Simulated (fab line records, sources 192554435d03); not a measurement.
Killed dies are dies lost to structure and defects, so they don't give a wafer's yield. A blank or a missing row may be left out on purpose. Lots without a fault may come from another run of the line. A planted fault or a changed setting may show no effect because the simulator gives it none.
Chamber matching | flow n5_finfet | N5_GATE_CUT_ETCH_36 on rie_diel-04: 3 sister chambers
The step etches SiARC in CF4, target depth 13 nm, time 21.7 s. 3 wafers are shown with their chamber, then 9 later ones without.

WAFERS WITH THEIR CHAMBER
wafer  | chamber | showerhead_plenum_p_Torr (Torr)
L084.4 | 0       | 2.02
L087.3 | 1       | 2.12
L087.6 | 3       | 2.19

WAFERS WITHOUT THEIR CHAMBER
wafer  | showerhead_plenum_p_Torr (Torr)
L090.1 | 2.12
L090.2 | 2.02
L090.3 | 2.18
L090.4 | 2.12
L090.5 | 2.02
L090.6 | 2.18
L092.3 | 2.18
L092.4 | 2.18
L092.6 | 2.02

WHICH CHAMBER EACH WENT THROUGH
wafer  | from the rows above | in truth
L090.1 | 1                   | 1
L090.2 | 0                   | 0
L090.3 | 3                   | 3
L090.4 | 1                   | 1
L090.5 | 0                   | 0
L090.6 | 3                   | 3
L092.3 | 3                   | 3
L092.4 | 3                   | 3
L092.6 | 0                   | 0
Placed correctly: 9 of 9. Can't be placed from these rows: 0. Placed wrongly: 0.
How it was worked out, from the rows above alone: a wafer's distance from a chamber is the root of the sum, over the readings, of the square of ((its reading less the chamber's mean) divided by the reading's scatter). The wafer belongs to the nearest chamber; if the next one is less than 2 further off, it can't be placed. A chamber's mean is the mean of its shown wafers. The scatter: with one shown wafer a chamber, the root of the mean of the squares of how far each hidden wafer lies from its nearest shown one.
